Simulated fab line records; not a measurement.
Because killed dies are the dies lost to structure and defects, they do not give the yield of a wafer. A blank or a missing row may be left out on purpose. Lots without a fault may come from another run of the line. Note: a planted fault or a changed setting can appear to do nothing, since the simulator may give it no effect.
Matching of chambers | flow nand harc | NHARC_A_SLIT_DEP_23 on pecvd-03 has 3 sister chambers
The step deposits SiON, target thk 100 nm. 6 wafers are shown with their chamber, then 12 later ones without.

## WAFERS, EACH WITH ITS CHAMBER
wafer  | chamber | heater power w (W) | rf fwd power W (W)
L086.1 | 1       | 705                | 349.1
L086.2 | 0       | 802                | 348.6
L086.3 | 2       | 688                | 348.4
L087.4 | 0       | 721                | 346.6
L087.5 | 1       | 654                | 348.3
L087.6 | 2       | 721                | 348.0

## WAFERS WITH NO CHAMBER GIVEN
wafer  | heater power w (W) | rf fwd power W (W)
L089.3 | 689                | 348.6
L089.5 | 687                | 349.7
L089.6 | 699                | 347.0
L092.1 | 663                | 347.2
L092.2 | 785                | 349.6
L092.4 | 817                | 347.4
L095.1 | 734                | 349.8
L095.2 | 680                | 349.9
L095.5 | 769                | 349.1
L097.1 | 733                | 348.3
L097.2 | 709                | 347.2
L097.4 | 749                | 348.3

## CHAMBER TAKEN BY EACH
wafer  | from the rows above          | in truth
L089.3 | can't be placed: 1 or 2 or 0 | 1
L089.5 | can't be placed: 1 or 2 or 0 | 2
L089.6 | can't be placed: 2 or 0 or 1 | 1
L092.1 | can't be placed: 2 or 1 or 0 | 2
L092.2 | can't be placed: 0 or 2 or 1 | 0
L092.4 | can't be placed: 0 or 2      | 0
L095.1 | can't be placed: 1 or 2 or 0 | 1
L095.2 | can't be placed: 1 or 2 or 0 | 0
L095.5 | can't be placed: 0 or 2 or 1 | 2
L097.1 | can't be placed: 2 or 0 or 1 | 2
L097.2 | can't be placed: 2 or 0 or 1 | 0
L097.4 | can't be placed: 0 or 2 or 1 | 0
Correctly placed: 0 of 12. Unplaceable from these rows: 12, with the true chamber sitting among the candidates in 12. Wrongly placed: 0.
How it was worked out, from the rows above alone: a wafer's distance from a chamber is the root of the sum, over the readings, of the square of ((its reading less the chamber's mean) divided by the reading's scatter). The wafer belongs to the nearest chamber; if the next one is less than 2 further off, it can't be placed. The mean given for a chamber averages the wafers shown for that chamber. How the scatter is found: for the shown wafers, subtract from each reading the mean of its chamber, square and add these, divide the total by (wafers less chambers), then take the root.
